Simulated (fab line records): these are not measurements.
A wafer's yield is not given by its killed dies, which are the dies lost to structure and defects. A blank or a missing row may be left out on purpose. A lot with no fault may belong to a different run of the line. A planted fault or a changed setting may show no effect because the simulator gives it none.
Which tool did it? ; flow n5Finfet ; 11 lots, 33 wafers sampled, at 5 steps of a route of 1938

## WHAT THE GAUGES READ, wafer by wafer
The record lacks any reading of a measuring or inspecting step that a usual standard deviation could be used to judge.

## WHAT TOOL EACH LOT RAN ON (gives the tool, then ch and the chambers of the sampled wafers, and finally the start)
lot;N5_BEOL_M10_PRE_CLEAN_45;N5_PASSIVATION_STRIP_14;N5_PASSIVATION_STRIP_34;N5_PASSIVATION_PECVD_35;N5_PASSIVATION_PROBE_49
L408;pvdSputter-03, day 9 21:22;rieDiel-03 ch 0,1, day 11 18:05;rieDiel-05 ch 1,2, day 11 20:04;pecvd-03 ch 1,2, day 11 20:42;-
L409;pvdSputter-02, day 9 22:02;rieDiel-01 ch 0,3, day 11 21:40;rieDiel-06 ch 0,1,3, day 12 00:02;pecvd-03 ch 0,2, day 12 00:38;-
L412;pvdSputter-01, day 10 21:02;rieDiel-02 ch 1,2,3, day 12 20:31;rieDiel-06 ch 0,3, day 12 22:05;pecvd-03 ch 0,1, day 12 22:47;prober-02, day 13 02:35
L417;pvdSputter-01, day 11 22:08;rieDiel-02 ch 1,3, day 13 21:05;rieDiel-06 ch 0,1,3, day 13 23:00;pecvd-02 ch 0,2, day 14 00:17;-
L420;pvdSputter-01, day 13 04:40;rieDiel-01 ch 2,3, day 15 01:11;rieDiel-06 ch 0,1,3, day 15 03:57;pecvd-01 ch 1,2, day 15 04:34;prober-01, day 15 08:14
L421;pvdSputter-01, day 13 08:03;rieDiel-01 ch 0,2, day 15 11:56;rieDiel-05 ch 0,1, day 15 14:38;pecvd-01 ch 0,1, day 15 15:14;prober-01, day 15 18:56
L424;pvdSputter-02, day 14 13:41;rieDiel-03 ch 0,1,2, day 16 23:57;rieDiel-06 ch 0,1, day 17 01:55;pecvd-02 ch 0,1,2, day 17 02:32;prober-02, day 17 06:26
L426;pvdSputter-02, day 15 18:07;rieDiel-03 ch 2,3, day 17 19:48;rieDiel-04 ch 0,1,3, day 17 21:42;pecvd-02 ch 0,2, day 17 22:20;prober-02, day 18 02:02
L428;pvdSputter-01, day 15 19:14;rieDiel-01 ch 0,1,2, day 17 13:37;rieDiel-04 ch 0,1,3, day 17 18:15;pecvd-01 ch 2, day 17 18:57;-
L429;pvdSputter-01, day 16 05:14;rieDiel-03 ch 0,3, day 17 22:31;rieDiel-06 ch 2,3, day 18 00:44;pecvd-02 ch 0,1, day 18 01:21;-
L431;pvdSputter-02, day 17 00:58;rieDiel-03 ch 1,3, day 18 18:58;rieDiel-05 ch 0,1, day 18 21:02;pecvd-02 ch 0,1, day 18 21:38;-
- N5_BEOL_M10_PRE_CLEAN_45: time 30 s.
- N5_PASSIVATION_STRIP_14: strips in O2.
- N5_PASSIVATION_STRIP_34: strips in O2.
- N5_PASSIVATION_PECVD_35: deposits SiNx from SiH4/NH3/N2, target thk 700 nm, time 151.3 s.
- N5_PASSIVATION_PROBE_49

## AS READ BY THE TOOLS THEMSELVES (means over the sampled wafers that have a number; for cases with no such wafer, the mark the record gives instead)
N5_BEOL_M10_PRE_CLEAN_45. Usual: heaterPowerW 326 W, standard deviation 30.
lot;tool;heaterPowerW (W);flag
L408;pvdSputter-03;341;
L409;pvdSputter-02;351;
L412;pvdSputter-01;305;
L417;pvdSputter-01;314;
L420;pvdSputter-01;330;
L421;pvdSputter-01;308;
L424;pvdSputter-02;346;
L426;pvdSputter-02;350;
L428;pvdSputter-01;316;
L429;pvdSputter-01;323;
L431;pvdSputter-02;343;

N5_PASSIVATION_STRIP_14. Usual: drypumpMotorCurrentA 5.8 A, standard deviation 0.49; oesProductAu 0.82 a.u., standard deviation 0.097; rfVppV 3.8 V, standard deviation 0.91; showerheadPlenumPTorr 2.12 Torr, standard deviation 0.078; throttleValvePct 16.66 %, standard deviation 0.26.
lot;tool;drypumpMotorCurrentA (A);oesProductAu (a.u.);rfVppV (V);showerheadPlenumPTorr (Torr);throttleValvePct (%);flag
L408;rieDiel-03;5.7;0.72;4.1;2.05;17.10;
L409;rieDiel-01;6.2;0.76;3.0;2.16;16.80;
L412;rieDiel-02;5.8;0.75;3.3;2.10;16.66;
L417;rieDiel-02;6.0;0.75;3.8;2.11;16.61;
L420;rieDiel-01;6.3;0.78;3.5;2.14;16.98;
L421;rieDiel-01;5.7;0.89;2.9;2.09;16.71;
L424;rieDiel-03;5.5;0.86;3.9;2.09;16.77;
L426;rieDiel-03;5.2;0.93;3.6;2.11;16.51;
L428;rieDiel-01;5.9;0.86;3.9;2.13;16.47;
L429;rieDiel-03;5.4;0.93;4.2;2.11;16.62;
L431;rieDiel-03;5.5;0.97;4.2;2.19;16.60;

N5_PASSIVATION_STRIP_34. Usual: drypumpMotorCurrentA 5.9 A, standard deviation 0.5; oesProductAu 0.83 a.u., standard deviation 0.087; rfVppV 3.8 V, standard deviation 1.5; showerheadPlenumPTorr 2.09 Torr, standard deviation 0.094; throttleValvePct 16.55 %, standard deviation 0.21.
lot;tool;drypumpMotorCurrentA (A);oesProductAu (a.u.);rfVppV (V);showerheadPlenumPTorr (Torr);throttleValvePct (%);flag
L408;rieDiel-05;5.7;0.78;3.7;2.08;16.52;
L409;rieDiel-06;6.4;0.91;4.5;2.04;16.54;
L412;rieDiel-06;6.5;0.84;2.1;2.02;16.51;
L417;rieDiel-06;6.4;0.86;4.4;2.04;16.59;
L420;rieDiel-06;6.4;0.84;3.5;2.03;16.62;
L421;rieDiel-05;5.8;0.83;4.4;2.19;16.61;
L424;rieDiel-06;6.4;0.83;4.2;2.05;16.68;
L426;rieDiel-04;5.4;0.84;3.4;2.17;16.29;
L428;rieDiel-04;5.4;0.86;4.4;2.17;16.28;
L429;rieDiel-06;5.8;0.84;4.2;2.14;16.51;
L431;rieDiel-05;5.9;0.78;2.2;2.10;16.62;

N5_PASSIVATION_PECVD_35. Usual: heaterPowerW 399 W, standard deviation 130; showerheadPlenumPTorr 8.66 Torr, standard deviation 0.07; throttleValvePct 28.9 %, standard deviation 1.3.
lot;tool;heaterPowerW (W);showerheadPlenumPTorr (Torr);throttleValvePct (%);flag
L408;pecvd-03;482;8.70;28.9;
L409;pecvd-03;422;8.72;30.0;
L412;pecvd-03;400;8.71;29.0;
L417;pecvd-02;311;8.74;29.0;
L420;pecvd-01;545;8.59;29.9;
L421;pecvd-01;410;8.56;29.1;
L424;pecvd-02;268;8.69;28.7;
L426;pecvd-02;299;8.73;29.5;
L428;pecvd-01;638;8.60;30.2;
L429;pecvd-02;306;8.68;29.5;
L431;pecvd-02;332;8.72;30.1;

N5_PASSIVATION_PROBE_49. Usual: defectLimitedYield 91.1 %, standard deviation 1.5; killed_at_M0_to_M3 37, standard deviation 11; killed_at_M4_up 13, standard deviation 5.6; killedAtContacts 12, standard deviation 5.6; killedAtFrontEnd 39, standard deviation 11; killedAtOther 4, standard deviation 3.1; killedDies 105, standard deviation 18; killedOpen 69, standard deviation 13; killedShort 35, standard deviation 7.4; sort_bin_4_leakage 0.00 %, standard deviation 0.022; sort_bin_5_function 5.1 %, standard deviation 0.92; sort_bin_6_memory 3.4 %, standard deviation 0.76; sort_bin_8_speed 0.02 %, standard deviation 0.11; sortNPass 1075, standard deviation 18; sortYieldPct 91.1 %, standard deviation 1.5.
lot;tool;defectLimitedYield (%);killed_at_M0_to_M3;killed_at_M4_up;killedAtContacts;killedAtFrontEnd;killedAtOther;killedDies;killedOpen;killedShort;sort_bin_4_leakage (%);sort_bin_5_function (%);sort_bin_6_memory (%);sort_bin_8_speed (%);sortNPass;sortYieldPct (%);flag
L412;prober-02;90.7;47;13;13;34;4;110;69;38;0.00;5.4;3.5;0.00;1070;90.7;
L420;prober-01;85.4;32;103;5;27;6;172;48;26;0.00;9.1;4.0;0.00;1008;85.4;OFF
L421;prober-01;87.5;23;80;10;29;5;147;52;30;0.00;8.1;2.9;0.06;1032;87.5;OFF
L424;prober-02;91.2;36;18;12;36;2;104;68;36;0.00;4.8;3.9;0.00;1076;91.2;
L426;prober-02;92.8;25;10;13;33;4;85;53;30;0.00;5.0;1.9;0.00;1095;92.8;

## THE ANSWER, worked out from the rows above alone
Rule: a lot counts as off when the mean over its wafers that have a number is more than 3 standard deviations away from the usual mean. A lot without any number at a reading at which 4 lots or more have one is off too. The other lots that the step has rows for count as sound. After the gauges, taken in route order, come the tools' own readings; for these a lot's mean is taken, as printed above. At the first step where some lot is off, the reading lying furthest off is the one used; lots without a number count as furthest.
Off: L420, L421 (N5_PASSIVATION_PROBE_49, killed_at_M4_up). Neither off nor sound, because the step has no rows for them: L408, L409, L417, L428, L429, L431.
A tool fits if, at that step or a process step before it, it ran every lot that is off, and no sound lot after the first of them. Can't be told from this: 4 tools fit, pvdSputter-01 at N5_BEOL_M10_PRE_CLEAN_45, rieDiel-01 at N5_PASSIVATION_STRIP_14, pecvd-01 at N5_PASSIVATION_PECVD_35, prober-01 at N5_PASSIVATION_PROBE_49.

## WHAT THE SIMULATOR HAD PUT IN
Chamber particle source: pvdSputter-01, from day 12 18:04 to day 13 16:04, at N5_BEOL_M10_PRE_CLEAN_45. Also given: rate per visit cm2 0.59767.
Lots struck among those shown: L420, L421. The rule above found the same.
